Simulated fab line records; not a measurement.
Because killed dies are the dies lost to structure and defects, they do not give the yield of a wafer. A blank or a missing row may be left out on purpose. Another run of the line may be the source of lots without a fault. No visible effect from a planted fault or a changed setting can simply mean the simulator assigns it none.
Code-filled problem report in 8D (eight disciplines) form | flow nand harc | the parts of the form that need people (team, actions taken, sign-off) are left out

1. WHAT IS WRONG
killed dies at NHARC_END_SORT_01 reads a mean of 673 on 3 wafers of 2 lots; wafers without a fault read 58 with a standard deviation of 16. Measured from the usual mean, that is +38 standard deviations.
The first sign was on wafer L937.1 at day 30 04:48, on prober-02. The record has a number at this step for 9 wafers belonging to 3 lots. Rule for "out", or "out of limits": more than 4 standard deviations from the usual mean. All remaining wafers that have a number are taken as sound.

2. WHAT IT IS, AND WHAT IT ISN'T
question                    | is                           | is not
which readings at this step | killed dies, killed at array | killed at other, killed open
which lots                  | L937, L938                   | L936
which wafers of those lots  | L937.1, L937.5, L938.5       | L937.6, L938.3, L938.4
read on which gauges        | prober-01, prober-02         | -
when                        | from day 30 04:48            | up to then (0 sound wafers); but 6 sound wafers of L936, L937, L938 came after

3. WHAT RULES OUT EACH SUSPECT
Counting: a tool at a process step up to the reading stays a suspect if it ran every lot that is out. Sound lots after the first of them don't rule it out here, since some wafers of a struck lot are sound.
- ruled out: the gauge at NHARC_END_SORT_01. The wafers that are out were read on 2 gauges (prober-01, prober-02).
- rie diel-02 at NHARC_A_STAIRCASE_ETCH_170 (etches the open film in C4F6/O2, target depth 200 nm, time 66.667 s): kept. It ran every lot that is out, first L937 (day 21 14:21). Because NHARC_A_STAIRCASE_ETCH_170 lacks a start for some lots, the hours and order of its lots are taken from NHARC_A_STAIRCASE_TRIM_16.
- rie diel-02 at NHARC_A_STAIRCASE_ETCH_13 (etches the open film in C4F8/O2, target depth 100 nm, time 40.5 s): kept. It ran every lot that is out, first L937 (day 21 14:21). Because NHARC_A_STAIRCASE_ETCH_13 lacks a start for some lots, the hours and order of its lots are taken from NHARC_A_STAIRCASE_TRIM_16.
- rie diel-02 at NHARC_A_STAIRCASE_TRIM_16 (chemistry O2, time 211.2 s): kept. It ran every lot that is out, first L937 (day 21 14:21). Its own readings are out on those wafers: oes product au.
- rie diel-02 at NHARC_A_STAIRCASE_ETCH_25 (etches the open film in C4F8/O2, target depth 100 nm, time 40.5 s): kept. It ran every lot that is out, first L937 (day 30 04:48). Because NHARC_A_STAIRCASE_ETCH_25 lacks a start for some lots, the hours and order of its lots are taken from NHARC_END_SORT_01.
Left after counting: rie diel-02 at NHARC_A_STAIRCASE_ETCH_170, rie diel-02 at NHARC_A_STAIRCASE_ETCH_13, rie diel-02 at NHARC_A_STAIRCASE_TRIM_16, rie diel-02 at NHARC_A_STAIRCASE_ETCH_25.

4. THE CAUSE (what the simulator had put in)
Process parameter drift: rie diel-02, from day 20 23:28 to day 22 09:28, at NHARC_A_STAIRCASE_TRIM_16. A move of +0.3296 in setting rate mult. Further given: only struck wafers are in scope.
Of the 4 suspects that counting leaves, this tool is one.

5. THE CHAIN OF EFFECTS, in route order
One row per reading whose mean, taken over the struck wafers that have a number, lies over 3 standard deviations from the usual. Only readings for which the record gives a usual standard deviation are gone through. hours: the time from each lot's start at the first step in this table that gives one to its start at this step, as a median over the lots. sigmas: the change in usual standard deviations.
hours | step                      | reading         | usual      | on struck wafers | change | sigmas
0     | NHARC_A_STAIRCASE_TRIM_16 | oes product au  | 1.000 a.u. | 1.201            | +0.201 | +29
206   | NHARC_END_SORT_01         | killed at array | 54         | 666              | +612   | +38
206   | NHARC_END_SORT_01         | killed dies     | 58         | 673              | +615   | +38
Here are the process steps it includes:
- NHARC_A_STAIRCASE_TRIM_16: chemistry O2, time 211.2 s.

6. WHAT WOULD HAVE CAUGHT IT SOONER
In this record the first reading out of limits at a measuring or inspecting step was taken at day 30 04:48, 221 hours after the fault began at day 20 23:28.
The tool's own readings at NHARC_A_STAIRCASE_TRIM_16 were out on every struck wafer that the step has a row for (oes product au): an alarm limit on them would have fired on the first of those.
The start of NHARC_A_STAIRCASE_TRIM_16 on rie diel-02 came by day 30 04:48 for every one of the lots that are out (2). A hold on the tool at that time would have spared none of them.
